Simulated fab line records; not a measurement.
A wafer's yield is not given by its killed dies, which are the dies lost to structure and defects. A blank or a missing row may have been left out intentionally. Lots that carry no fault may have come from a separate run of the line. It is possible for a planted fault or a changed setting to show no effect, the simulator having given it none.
fab line records    flow nandHarc
[record] lots = 6  wafers = 18  lastDay = 23
route steps=1159 shown P_STI@107 P_GATE@110 END@1159
lots with no fault: from the same line, run without faults
startH: the number of hours between the record's first day and the start of the first shown wafer of the lot    waitH: hours elapsed since this lot's preceding step    " unchanged from the row above    L1.1+2: a single row standing in for several wafers    - no value, or no start was given    * or withheld: withheld    < > ~ a bound
route shown NAME@n: a module of which the file shows steps, and the number in the route of the first    usual: mean/standard deviation of fault-free wafers    same: alike in all rows    chamber/n: place in a boat    sites: readings site by site    _std_site: standard deviation of those values    _edge_site: mean of outer sites minus mean of inner sites    radiusMm: for every site, how far away it sits from the centre of the wafer    mask NAME#n: copy n    behind: tool/chamber where the wafer was last shaped    hold: the reason the lot was held/the length of the hold in hours/how it ended    device: which transistor (n, p or np) failed to switch    end of line: the same wafers' tests at the end of the route    a step with no rows: only its recipe    killed: dies that structure and defects cost at the first sort, which is not the same as the wafer's yield    map: dies across one wafer; x = killed, . = not, _ = none there
set.NAME: the setting the step ran with; set.NAME@STEP: the setting that earlier step ran with    model.NAME: the simulator's own value behind a step, which no gauge read
lots seen at some steps along the route; tables by step, rows by wafer
services: a tool's chamber out of use, with start hour (startH, from the record's first day; less than 0 if before it), hours out, and reason
[[steps]]
[step NHARC_P_STI_SRD_39]
[step NHARC_P_STI_OXIDE_40]
[recipe] targetThkA = 100  tempC = 900  oxTimeS = 1362  material = SiO2
[step NHARC_P_STI_INSPECT_25]
[usual] rawDefectCount = 216/64
lot.wafer  tool              chamber  startH  waitH  rawDefectCount
L473.2     defectInspect-01  -        68.03   0.4    163
L473.5     "                 -        "       "      189
L473.6     "                 -        "       "      213
L476.2     defectInspect-02  -        82.56   0.4    186
L476.3     "                 -        "       "      206
L476.4     "                 -        "       "      124
L484.1     defectInspect-02  -        127.06  0.4    281
L484.4     "                 -        "       "      232
L484.5     "                 -        "       "      281
L485.1     defectInspect-02  -        144.36  0.4    151
L485.5     "                 -        "       "      151
L485.6     "                 -        "       "      163
L489.2     defectInspect-01  -        160.66  0.4    186
L489.4     "                 -        "       "      210
L489.5     "                 -        "       "      254
L492.2     defectInspect-02  -        179.80  0.4    220
L492.4     "                 -        "       "      131
L492.6     "                 -        "       "      241
[step NHARC_P_GATE_ETCH_69]
[recipe] targetDepthA = 140  chemistry = dHF  material = SiO2
[step NHARC_P_GATE_PRECLEAN_70]
[recipe] timeS = *  tempC = 50  bathAgeMin = 0  chemistry = SC1
[step NHARC_P_GATE_SRD_01]
[step NHARC_P_GATE_OXIDE_02]
[recipe] targetThkA = 375  tempC = 950  pH2oTorr = 720  oxTimeS = 365  material = SiO2
[step NHARC_P_GATE_DEHYDRATE_03]
[recipe] tempC = 150  timeS = 120
[step NHARC_P_GATE_HMDS_04]
[recipe] timeS = 30
[step NHARC_P_GATE_COAT_05]
[recipe] spinRpm = 4690
[step NHARC_P_GATE_SOFTBAKE_06]
[recipe] tempC = 122  timeS = 95
[step NHARC_P_GATE_EBR_07]
[step NHARC_P_GATE_EXPOSE_08]
[recipe] na = 0.6  doseMj = 16.75  maskId = P_HV
[usual] exposureDoseMJCm2 = 16.745/0.017
lot.wafer  tool           chamber  startH  waitH  mask    exposureDoseMJCm2
L473.2     krfScanner-01  0        75.83   -      P_HV#0  16.769
L473.5     "              0        "       "      P_HV#0  16.753
L473.6     "              0        "       "      P_HV#0  16.758
L476.2     krfScanner-01  0        90.47   -      P_HV#0  16.768
L476.3     "              0        "       "      P_HV#0  16.791
L476.4     "              0        "       "      P_HV#0  16.757
L484.1     krfScanner-01  0        136.59  -      P_HV#0  14.473
L484.4     "              0        "       "      P_HV#0  14.473
L484.5     "              0        "       "      P_HV#0  14.459
L485.1     krfScanner-01  0        152.10  -      P_HV#0  14.459
L485.5     "              0        "       "      P_HV#0  14.438
L485.6     "              0        "       "      P_HV#0  14.473
L489.2     krfScanner-02  0        169.01  -      P_HV#0  16.764
L489.4     "              0        "       "      P_HV#0  16.744
L489.5     "              0        "       "      P_HV#0  16.739
L492.2     krfScanner-03  0        187.76  -      P_HV#0  16.728
L492.4     "              0        "       "      P_HV#0  16.731
L492.6     "              0        "       "      P_HV#0  16.717
[step NHARC_P_GATE_PEB_09]
[recipe] pebTempC = 118  pebTimeS = 85
[step NHARC_END_SORT_01]
[recipe] tempC = 25
[usual] killedAtArray = 29/11  killedAtOther = 0.5/0.8  killedAtPeriphery = 3.5/2.8  killedDies = 33/12  killedOpen = 3.1/1.8  killedShort = 1.8/1.4
[same] grossDies = 677
lot.wafer  tool       chamber  startH  waitH  killedAtArray  killedAtOther  killedAtPeriphery  killedDies  killedOpen  killedShort
L484.1     prober-01  0        506.06  2.5    19             0              1                  20          3           2
L484.4     prober-01  0        508.51  3.4    14             0              5                  19          3           0
L484.5     prober-01  0        509.33  3.8    13             0              1                  14          2           2
L485.1     prober-02  0        512.35  2.5    29             1              5                  35          7           4
L485.5     prober-02  0        515.56  3.7    33             0              0                  33          3           4
L485.6     prober-02  0        516.36  4.0    40             1              1                  42          1           0
// killed by level:class
L484.1 A_CHANNEL_HOLE_D1:chamberFilmFlake=5 A_CONTACT:geometricParticle:open=3 A_CHANNEL_FILL_D1:chamberFilmFlake=3 A_STAIRCASE:chamberFilmFlake=2 A_CONTACT:chamberFilmFlake=2 A_M0:chamberFilmFlake=2 A_SOURCE_PLATE:geometricParticle:short=1 A_ONON_D1:geometricParticle:short=1
L484.4 A_CHANNEL_HOLE_D1:chamberFilmFlake=5 P_ZERO_WELL:chamberFilmFlake=4 A_CHANNEL_FILL_D1:chamberFilmFlake=2 P_STI:geometricParticle:open=1 A_CONTACT:geometricParticle:open=1 A_M0:geometricParticle:open=1 A_SGD_CUT:chamberFilmFlake=1 A_WL_FILL:chamberFilmFlake=1
L484.5 A_CHANNEL_HOLE_D1:chamberFilmFlake=6 A_CHANNEL_FILL_D1:chamberFilmFlake=2 A_ONON_D1:geometricParticle:open=1 A_CHANNEL_HOLE_D1:geometricParticle:short=1 A_SGD_CUT:geometricParticle:open=1 A_CONTACT:geometricParticle:short=1 P_ZERO_WELL:chamberFilmFlake=1 A_CONTACT:chamberFilmFlake=1
L485.1 A_SLIT:chamberFilmFlake=10 A_CHANNEL_HOLE_D1:chamberFilmFlake=4 A_CONTACT:chamberFilmFlake=4 A_CONTACT:geometricParticle:open=3 P_GATE:geometricParticle:open=2 P_M2:geometricParticle:open=1 A_ONON_D1:geometricParticle:short=1 A_CHANNEL_HOLE_D1:geometricParticle:short=1
L485.5 A_SLIT:chamberFilmFlake=14 A_CHANNEL_HOLE_D1:chamberFilmFlake=6 A_STAIRCASE:chamberFilmFlake=4 A_CHANNEL_FILL_D1:geometricParticle:short=2 A_ONON_D1:geometricParticle:open=1 A_ONON_D1:geometricParticle:short=1 A_SGD_CUT:geometricParticle:open=1 A_SGD_CUT:geometricParticle:short=1
L485.6 A_SLIT:chamberFilmFlake=19 A_CHANNEL_HOLE_D1:chamberFilmFlake=6 A_CONTACT:chamberFilmFlake=6 A_STAIRCASE:chamberFilmFlake=5 A_M1:chamberFilmFlake=4 P_STI:geometricParticle:open=1 THIN_TSV:chamberFilmFlake=1
[[services]]
tool           chamber  startH  hours  kind
krfScanner-03  -        72.65   0.3    repair
krfScanner-01  -        84.00   4.0    pm
krfScanner-03  -        168.00  4.0    pm
[[key]]
[firstSign] step = NHARC_P_GATE_EXPOSE_08  reading = exposureDoseMJCm2  direction = down  sigmas = 99+  usual = 16.745  struck = 14.463
effect none on later readings
metAt NHARC_P_GATE_EXPOSE_08
struckWafers L484.1,L484.4,L484.5,L485.1,L485.5,L485.6
testerLeftOut L484,L485
onsetBetween 90.47 136.59
[fault] kind = processParameterDrift  tool = krfScanner-01  chamber = -  onsetH = 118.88  steps = NHARC_P_GATE_EXPOSE_08  channel = doseMj  offset = -2.2965  shape = step  actsIn = theseRecipesOnly  stated = 16.75
// testerLeftOut: of these lots the tester's yield and bins aren't shown, on N5 and GAA mostly nor the transistor test; their killed dies are dies lost to structure and defects alone, not to doping, threshold or leakage, so they don't give the yield
